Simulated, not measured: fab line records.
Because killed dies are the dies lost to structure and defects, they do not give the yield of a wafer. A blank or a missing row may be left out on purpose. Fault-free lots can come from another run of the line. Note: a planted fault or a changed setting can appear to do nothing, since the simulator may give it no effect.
Chamber matching :: flow n5_finfet :: N5_FIN_SAQP_DESCUM_21 on rie_diel-01: 4 sister chambers
The step chemistry O2, time 7.9 s. 20 wafers are shown with their chamber, then 10 later ones without.

## WAFERS WITH THEIR CHAMBER
wafer: L075.2
chamber: 0
drypump_motor_current_A (A): 5.4
throttle_valve_pct (%): 20.36
oes_product_au (a.u.): 0.98

wafer: L075.3
chamber: 1
drypump_motor_current_A (A): 6.1
throttle_valve_pct (%): 20.39
oes_product_au (a.u.): 0.95

wafer: L075.5
chamber: 1
drypump_motor_current_A (A): 6.1
throttle_valve_pct (%): 20.39
oes_product_au (a.u.): 0.94

wafer: L077.4
chamber: 2
drypump_motor_current_A (A): 4.9
throttle_valve_pct (%): 20.61
oes_product_au (a.u.): 0.69

wafer: L077.5
chamber: 1
drypump_motor_current_A (A): 6.1
throttle_valve_pct (%): 20.40
oes_product_au (a.u.): 0.93

wafer: L077.6
chamber: 0
drypump_motor_current_A (A): 5.4
throttle_valve_pct (%): 20.35
oes_product_au (a.u.): 0.95

wafer: L079.2
chamber: 2
drypump_motor_current_A (A): 4.9
throttle_valve_pct (%): 20.64
oes_product_au (a.u.): 0.68

wafer: L079.3
chamber: 3
drypump_motor_current_A (A): 5.6
throttle_valve_pct (%): 20.62
oes_product_au (a.u.): 0.72

wafer: L079.4
chamber: 0
drypump_motor_current_A (A): 5.4
throttle_valve_pct (%): 20.37
oes_product_au (a.u.): 0.94

wafer: L080.2
chamber: 1
drypump_motor_current_A (A): 6.1
throttle_valve_pct (%): 20.39
oes_product_au (a.u.): 0.93

wafer: L080.4
chamber: 3
drypump_motor_current_A (A): 5.6
throttle_valve_pct (%): 20.62
oes_product_au (a.u.): 0.72

wafer: L080.5
chamber: 0
drypump_motor_current_A (A): 5.4
throttle_valve_pct (%): 20.35
oes_product_au (a.u.): 0.94

wafer: L081.2
chamber: 1
drypump_motor_current_A (A): 6.2
throttle_valve_pct (%): 20.42
oes_product_au (a.u.): 0.91

wafer: L081.5
chamber: 3
drypump_motor_current_A (A): 5.6
throttle_valve_pct (%): 20.62
oes_product_au (a.u.): 0.72

wafer: L081.6
chamber: 0
drypump_motor_current_A (A): 5.4
throttle_valve_pct (%): 20.37
oes_product_au (a.u.): 0.93

wafer: L082.1
chamber: 3
drypump_motor_current_A (A): 5.6
throttle_valve_pct (%): 20.63
oes_product_au (a.u.): 0.73

wafer: L082.2
chamber: 1
drypump_motor_current_A (A): 6.1
throttle_valve_pct (%): 20.40
oes_product_au (a.u.): 0.91

wafer: L082.6
chamber: 2
drypump_motor_current_A (A): 4.9
throttle_valve_pct (%): 20.64
oes_product_au (a.u.): 0.68

wafer: L087.1
chamber: 3
drypump_motor_current_A (A): 5.6
throttle_valve_pct (%): 20.64
oes_product_au (a.u.): 0.72

wafer: L087.2
chamber: 0
drypump_motor_current_A (A): 5.4
throttle_valve_pct (%): 20.39
oes_product_au (a.u.): 0.91

SIGNATURES (means of the wafers above)
reading: drypump_motor_current_A
chamber 0: 5.400
chamber 1: 6.117
chamber 2: 4.900
chamber 3: 5.600
scatter within a chamber: 0.0228

reading: throttle_valve_pct
chamber 0: 20.3650
chamber 1: 20.3983
chamber 2: 20.6300
chamber 3: 20.6260
scatter within a chamber: 0.0131

reading: oes_product_au
chamber 0: 0.9417
chamber 1: 0.9283
chamber 2: 0.6833
chamber 3: 0.7220
scatter within a chamber: 0.016
Rule: a wafer lies at a distance from a chamber equal to the root of the sum of squares, over the readings, of (its reading less the chamber's mean, divided by the reading's scatter). The wafer belongs to the nearest chamber; if the next one is less than 2 further off, it can't be placed. The scatter is the square root of a quotient: the sum, over the shown wafers, of each reading's squared deviation from its chamber's mean, divided by wafers minus chambers.

## WAFERS WHOSE CHAMBER IS MISSING
wafer: L087.3
drypump_motor_current_A (A): 6.1
throttle_valve_pct (%): 20.44
oes_product_au (a.u.): 0.89

wafer: L092.1
drypump_motor_current_A (A): 6.1
throttle_valve_pct (%): 20.43
oes_product_au (a.u.): 0.87

wafer: L092.4
drypump_motor_current_A (A): 5.6
throttle_valve_pct (%): 20.65
oes_product_au (a.u.): 0.70

wafer: L092.5
drypump_motor_current_A (A): 5.4
throttle_valve_pct (%): 20.39
oes_product_au (a.u.): 0.88

wafer: L093.1
drypump_motor_current_A (A): 4.9
throttle_valve_pct (%): 20.32
oes_product_au (a.u.): 0.96

wafer: L093.4
drypump_motor_current_A (A): 5.4
throttle_valve_pct (%): 20.40
oes_product_au (a.u.): 0.88

wafer: L093.6
drypump_motor_current_A (A): 5.4
throttle_valve_pct (%): 20.42
oes_product_au (a.u.): 0.88

wafer: L096.3
drypump_motor_current_A (A): 6.1
throttle_valve_pct (%): 20.47
oes_product_au (a.u.): 0.85

wafer: L096.4
drypump_motor_current_A (A): 5.4
throttle_valve_pct (%): 20.40
oes_product_au (a.u.): 0.86

wafer: L096.6
drypump_motor_current_A (A): 5.4
throttle_valve_pct (%): 20.42
oes_product_au (a.u.): 0.88

## WHICH CHAMBER EACH ONE RAN IN
wafer: L087.3
from the rows above: 1
in truth: 1

wafer: L092.1
from the rows above: 1
in truth: 1

wafer: L092.4
from the rows above: 3
in truth: 3

wafer: L092.5
from the rows above: 0
in truth: 0

wafer: L093.1
from the rows above: 0
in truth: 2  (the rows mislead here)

wafer: L093.4
from the rows above: 0
in truth: 0

wafer: L093.6
from the rows above: 0
in truth: 0

wafer: L096.3
from the rows above: 1
in truth: 1

wafer: L096.4
from the rows above: 0
in truth: 0

wafer: L096.6
from the rows above: 0
in truth: 0
Correctly placed: 9 of 10. Number that these rows cannot place: 0. Number placed wrongly: 1.
